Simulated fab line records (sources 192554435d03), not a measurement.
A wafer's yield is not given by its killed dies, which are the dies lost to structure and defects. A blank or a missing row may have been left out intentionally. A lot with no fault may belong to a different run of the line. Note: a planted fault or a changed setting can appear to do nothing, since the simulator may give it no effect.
Problem report, 8D (eight disciplines) form, completed by code :: flow n5-finfet :: the parts of the form that need people (team, actions taken, sign-off) are left out

== 1. THE PROBLEM ==
A mean of 131.4 W is read at N5_BEOL_M7_ETCH_66 for bias-w, taken on 1 wafer of 1 lot, against 149.9 W (standard deviation 0.41) on wafers free of any fault. Relative to the usual mean, that is a shift of -45 standard deviations.
The step: etches SOC in N2/H2, target depth 80 nm, overetch 16 nm, time 120 s.
Earliest sighting: wafer L408.4 on rie-diel-01 at day 12 04:16. The record has a number at this step for 27 wafers belonging to 9 lots. Rule for "out" (also "out of limits"): further than 4 standard deviations from the usual mean. The other wafers with a number count as sound.

== 2. WHAT IT IS, AND WHAT IT ISN'T ==
question: which readings at this step
is: bias-w, rf-vpp-V
is not: drypump-motor-current-A, h2-flow-sccm, oes-product-au, showerhead-plenum-p-Torr, throttle-valve-pct

question: which lots
is: L408
is not: L404, L406, L410, L416, L417, L419, L422, L424

question: which wafers of those lots
is: L408.4
is not: L408.3, L408.6

question: read on which tools
is: rie-diel-01
is not: rie-diel-02, rie-diel-04

question: when
is: from day 12 04:16
is not: up to then (11 sound wafers); but 15 sound wafers of L416, L417, L419, L422, L424 came after

== 3. SUSPECTS, AND WHAT RULES EACH OUT ==
Counting: any tool at a process step up to the reading remains a suspect provided it ran every lot that is out. Sound lots after the first of them don't rule it out here, since some wafers of a struck lot are sound.
- rie-diel-02 at N5_BEOL_M7_DESCUM_16 (chemistry O2, time 7.9 s): kept. The lot that is out, L408, ran on it at day 12 03:09; the last sound lot it ran before that was L406, at day 11 07:19.
- rie-diel-01 at N5_BEOL_M7_ETCH_65 (etches SiARC in CF4, target depth 15.6 nm, time 26 s): kept. The lot that is out, L408, ran on it at day 12 04:14; the last sound lot it ran before that was L406, at day 11 08:29.
- rie-diel-01 at N5_BEOL_M7_ETCH_66 (etches SOC in N2/H2, target depth 80 nm, overetch 16 nm, time 120 s): kept. The lot that is out, L408, ran on it at day 12 04:16; the last sound lot it ran before that was L406, at day 11 08:31. On those wafers its own readings are out: bias-w, rf-vpp-V.
- At N5_BEOL_M7_DESCUM_16 on rie-diel-02, chamber 3 took the sound wafers of the same lots and chamber 2 took the wafers that are out.
- In rie-diel-01 at N5_BEOL_M7_ETCH_65, the wafers that are out were processed in chamber 2 and their sound lot-mates in chambers 0, 3.
- In rie-diel-01 at N5_BEOL_M7_ETCH_66, the wafers that are out were processed in chamber 2 and their sound lot-mates in chambers 0, 3.
Still standing after the count: rie-diel-02 at N5_BEOL_M7_DESCUM_16, rie-diel-01 at N5_BEOL_M7_ETCH_65, rie-diel-01 at N5_BEOL_M7_ETCH_66.

== 4. THE CAUSE (what the simulator had put in) ==
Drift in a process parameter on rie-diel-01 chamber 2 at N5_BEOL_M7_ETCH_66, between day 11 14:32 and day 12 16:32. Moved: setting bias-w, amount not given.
After counting, 3 suspects remain, this tool included.

== 5. SEQUENCE OF EFFECTS, ordered by route ==
Each row: a reading where the mean over the struck wafers with a number is more than 3 standard deviations away from the usual. Only readings whose record carries a usual standard deviation are examined. hours: median over the lots of the time between each lot's start at the first step of this table that gives one and its start at this step. sigmas: the change, counted in usual standard deviations.
hours: 0
step: N5_BEOL_M7_ETCH_66
reading: bias-w
usual: 149.9 W
on struck wafers: 131.4
change: -18.5
sigmas: -45

hours: 0
step: N5_BEOL_M7_ETCH_66
reading: rf-vpp-V
usual: 525.6 V
on struck wafers: 481.1
change: -44.5
sigmas: -25
The process steps in it:
- N5_BEOL_M7_ETCH_66: etches SOC in N2/H2, target depth 80 nm, overetch 16 nm, time 120 s.

== 6. WHAT WOULD HAVE CAUGHT IT SOONER ==
The fault began at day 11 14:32; the first out-of-limits reading in this record came at day 12 04:16, 14 hours later.
